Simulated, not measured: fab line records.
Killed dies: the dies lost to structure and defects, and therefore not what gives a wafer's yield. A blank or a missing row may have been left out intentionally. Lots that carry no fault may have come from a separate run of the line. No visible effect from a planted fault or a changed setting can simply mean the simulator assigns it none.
Split-lot experiment :: flow n5 finfet :: 21 wafers read from 7 lots, route of 1938 steps

== ON THE SPLIT ==
At N5_BEOL_M10_COAT_60 (time 60 s, resist thk 30 nm), the setting spin rpm was moved away from the recipe's 1500 rpm on 5 of the 21 wafers read, by -10.1% to +10.7%. For the rest of the wafers, this setting stayed at what the recipe calls for.

== FROM THE SPLIT TO THE READING: what the file shows between them, 6 steps ==
- N5_BEOL_M10_EXPOSE_08: exposes mask M10 (also split here: dose mj)
- N5_BEOL_M10_PEB_09: peb time 60 s
- N5_BEOL_M10_DEVELOP_10: develop time 30 s
- N5_BEOL_M10_CD_MEAS_11: target cd 64.1 nm
- N5_BEOL_M10_DESCUM_16: chemistry O2, time 7.9 s
- N5_BEOL_M10_ETCH_61: etches SiARC in CF4, target depth 39 nm, time 65 s

== THE READING ==
SiARC_of_BEOL_M10_COAT_60.thk nm (the simulator's own value, which no gauge read), in nm, at N5_BEOL_M10_ETCH_62 (etches SOC in N2/H2, target depth 110 nm, overetch 22 nm, time 165 s). There is no usual value for it anywhere in the file. Here, 16 wafers ran the recipe; their average is 23.4 nm with a standard deviation of 0.13 nm.

wafer: L081.2
tool, chamber at the split: litho track-04, 0
spin rpm as run, rpm: 1500
against the recipe: recipe
SiARC_of_BEOL_M10_COAT_60.thk nm, nm: 23.4
against lot-mates on the recipe: -

wafer: L081.5
tool, chamber at the split: litho track-04, 0
spin rpm as run, rpm: 1500
against the recipe: recipe
SiARC_of_BEOL_M10_COAT_60.thk nm, nm: 23.4
against lot-mates on the recipe: -

wafer: L081.4
tool, chamber at the split: litho track-04, 0
spin rpm as run, rpm: 1500
against the recipe: recipe
SiARC_of_BEOL_M10_COAT_60.thk nm, nm: 23.2
against lot-mates on the recipe: -

wafer: L083.2
tool, chamber at the split: litho track-05, 0
spin rpm as run, rpm: 1500
against the recipe: recipe
SiARC_of_BEOL_M10_COAT_60.thk nm, nm: 23.4
against lot-mates on the recipe: -

wafer: L083.3
tool, chamber at the split: litho track-05, 0
spin rpm as run, rpm: 1500
against the recipe: recipe
SiARC_of_BEOL_M10_COAT_60.thk nm, nm: 23.4
against lot-mates on the recipe: -

wafer: L083.6
tool, chamber at the split: litho track-05, 0
spin rpm as run, rpm: 1348
against the recipe: -10.1%
SiARC_of_BEOL_M10_COAT_60.thk nm, nm: 25
against lot-mates on the recipe: +1.6

wafer: L082.2
tool, chamber at the split: litho track-04, 0
spin rpm as run, rpm: 1500
against the recipe: recipe
SiARC_of_BEOL_M10_COAT_60.thk nm, nm: 23.6
against lot-mates on the recipe: -

wafer: L082.3
tool, chamber at the split: litho track-04, 0
spin rpm as run, rpm: 1500
against the recipe: recipe
SiARC_of_BEOL_M10_COAT_60.thk nm, nm: 23.4
against lot-mates on the recipe: -

wafer: L082.5
tool, chamber at the split: litho track-04, 0
spin rpm as run, rpm: 1500
against the recipe: recipe
SiARC_of_BEOL_M10_COAT_60.thk nm, nm: 23.4
against lot-mates on the recipe: -

wafer: L086.1
tool, chamber at the split: litho track-03, 0
spin rpm as run, rpm: 1660
against the recipe: +10.7%
SiARC_of_BEOL_M10_COAT_60.thk nm, nm: 21.8
against lot-mates on the recipe: -1.7

wafer: L086.3
tool, chamber at the split: litho track-03, 0
spin rpm as run, rpm: 1500
against the recipe: recipe
SiARC_of_BEOL_M10_COAT_60.thk nm, nm: 23.4
against lot-mates on the recipe: -

wafer: L086.5
tool, chamber at the split: litho track-03, 0
spin rpm as run, rpm: 1500
against the recipe: recipe
SiARC_of_BEOL_M10_COAT_60.thk nm, nm: 23.6
against lot-mates on the recipe: -

wafer: L087.1
tool, chamber at the split: litho track-04, 0
spin rpm as run, rpm: 1500
against the recipe: recipe
SiARC_of_BEOL_M10_COAT_60.thk nm, nm: 23.4
against lot-mates on the recipe: -

wafer: L087.4
tool, chamber at the split: litho track-04, 0
spin rpm as run, rpm: 1500
against the recipe: recipe
SiARC_of_BEOL_M10_COAT_60.thk nm, nm: 23.4
against lot-mates on the recipe: -

wafer: L087.5
tool, chamber at the split: litho track-04, 0
spin rpm as run, rpm: 1500
against the recipe: recipe
SiARC_of_BEOL_M10_COAT_60.thk nm, nm: 23.4
against lot-mates on the recipe: -

wafer: L092.1
tool, chamber at the split: litho track-05, 0
spin rpm as run, rpm: 1500
against the recipe: recipe
SiARC_of_BEOL_M10_COAT_60.thk nm, nm: 23.4
against lot-mates on the recipe: -

wafer: L092.2
tool, chamber at the split: litho track-05, 0
spin rpm as run, rpm: 1545
against the recipe: +3.0%
SiARC_of_BEOL_M10_COAT_60.thk nm, nm: 23
against lot-mates on the recipe: -0.4

wafer: L092.5
tool, chamber at the split: litho track-05, 0
spin rpm as run, rpm: 1545
against the recipe: +3.0%
SiARC_of_BEOL_M10_COAT_60.thk nm, nm: 23
against lot-mates on the recipe: -0.4

wafer: L096.1
tool, chamber at the split: litho track-05, 0
spin rpm as run, rpm: 1500
against the recipe: recipe
SiARC_of_BEOL_M10_COAT_60.thk nm, nm: 23.8
against lot-mates on the recipe: -

wafer: L096.2
tool, chamber at the split: litho track-05, 0
spin rpm as run, rpm: 1500
against the recipe: recipe
SiARC_of_BEOL_M10_COAT_60.thk nm, nm: 23.6
against lot-mates on the recipe: -

wafer: L096.3
tool, chamber at the split: litho track-05, 0
spin rpm as run, rpm: 1649
against the recipe: +9.9%
SiARC_of_BEOL_M10_COAT_60.thk nm, nm: 22.2
against lot-mates on the recipe: -1.5

THE FIT
A straight line over all 21 wafers: SiARC_of_BEOL_M10_COAT_60.thk nm changes by -0.146 nm for each +1% of spin rpm; r = -0.98; the points scatter about the line by 0.13 nm.
The same after taking each lot's own level away (the mean of its wafers on the recipe; 21 wafers): -0.155 nm for each +1%; r = -0.99; scatter 0.074 nm.
According to that fit, moving spin rpm by its largest amount changes the reading by 1.7 nm.
From 23.33 to 23.70 nm: that is the span of the lots' own levels, equal to 2.8 times the standard deviation above.
Hence the lot-to-lot level has little effect on the slope; both slopes agree.
Check: with one of the wafers moved furthest among these (+10.7%) left out of the fit, the line predicts -1.62 nm for it against its lot-mates. It came out at -1.7 nm against them.

== THE OTHER SPLITS THESE WAFERS WENT THROUGH ==
These wafers also went through other splits before the reading. Each is held against what the fit with the lots' levels taken away leaves over:
other split on the same wafers: N5_BEOL_M9_ETCH_66 time s
wafers away from the commonest value: 8
r with SiARC_of_BEOL_M10_COAT_60.thk nm (lot level and that fit taken away): +0.19

other split on the same wafers: N5_BEOL_M9_TRENCH_ETCH_37 source w
wafers away from the commonest value: 5
r with SiARC_of_BEOL_M10_COAT_60.thk nm (lot level and that fit taken away): -0.06

other split on the same wafers: N5_BEOL_M10_EXPOSE_08 dose mj
wafers away from the commonest value: 7
r with SiARC_of_BEOL_M10_COAT_60.thk nm (lot level and that fit taken away): +0.17

== THE WHOLE CHAIN: every reading that the file lists as answering this split, in the file's order ==
step: N5_BEOL_M10_COAT_60
what it does: time 60 s, resist thk 30 nm
reading: SiARC_of_BEOL_M10_COAT_60.thk nm (the simulator's own value, which no gauge read)
change (the file's fit): -0.152 nm for each +1% of the setting
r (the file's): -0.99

step: N5_BEOL_M10_ETCH_61
what it does: etches SiARC in CF4, target depth 39 nm, time 65 s
reading: etch.depth nm (the simulator's own value, which no gauge read)
change (the file's fit): -0.147 nm for each +1% of the setting
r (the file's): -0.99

step: N5_BEOL_M10_ETCH_61
what it does: etches SiARC in CF4, target depth 39 nm, time 65 s
reading: CAR-ArF_of_BEOL_M10_COAT_05.thk nm (the simulator's own value, which no gauge read)
change (the file's fit): +0.134 nm for each +1% of the setting
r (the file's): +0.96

step: N5_BEOL_M10_ETCH_62
what it does: etches SOC in N2/H2, target depth 110 nm, overetch 22 nm, time 165 s
reading: SiARC_of_BEOL_M10_COAT_60.thk nm (the simulator's own value, which no gauge read)
change (the file's fit): -0.156 nm for each +1% of the setting
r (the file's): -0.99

== THE FILE'S OWN FIT ==
SiARC_of_BEOL_M10_COAT_60.thk nm changes by -0.156 nm for each +1% of spin rpm, r = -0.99.
